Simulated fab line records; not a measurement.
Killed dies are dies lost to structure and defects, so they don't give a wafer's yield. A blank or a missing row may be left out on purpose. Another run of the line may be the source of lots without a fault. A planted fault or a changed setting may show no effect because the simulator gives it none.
Matching of chambers ; flow n5-finfet ; 4 sister chambers for N5_BEOL_M4_ETCH_77 on rie-diel-02
The step etches underlayer in N2/H2, target depth 6.5 nm, time 5.2 s. 8 wafers are shown with their chamber, then 8 later ones without.

WAFERS PAIRED WITH THEIR CHAMBERS
wafer;chamber;drypump-motor-current-A (A);throttle-valve-pct (%)
L077.4;3;5.2;17.64
L081.4;1;5.8;17.82
L084.1;0;6.2;17.66
L084.5;3;5.2;17.66
L085.2;2;6.6;18.26
L085.3;0;6.2;17.67
L085.4;1;5.8;17.84
L088.1;2;6.7;18.23

WAFERS WHOSE CHAMBER IS MISSING
wafer;drypump-motor-current-A (A);throttle-valve-pct (%)
L088.2;5.8;17.83
L088.5;6.7;18.25
L094.2;5.3;17.71
L094.3;6.2;17.72
L094.5;5.9;17.86
L097.3;5.2;17.72
L097.5;6.6;18.31
L097.6;5.9;17.89

WHICH CHAMBER EACH ONE RAN IN
wafer;from the rows above;in truth
L088.2;1;1
L088.5;2;2
L094.2;3;3
L094.3;0;0
L094.5;1;1
L097.3;3;3
L097.5;2;2
L097.6;1;1
8 of 8 placed correctly. Not placeable from these rows: 0. Number placed wrongly: 0.
How it was worked out, from the rows above alone: a wafer's distance from a chamber is the root of the sum, over the readings, of the square of ((its reading less the chamber's mean) divided by the reading's scatter). The wafer belongs to the nearest chamber; if the next one is less than 2 further off, it can't be placed. A chamber's mean is the mean of its shown wafers. The scatter: take each reading less its chamber's mean, square it, sum over the shown wafers, divide by the number of wafers less the number of chambers, and take the root.
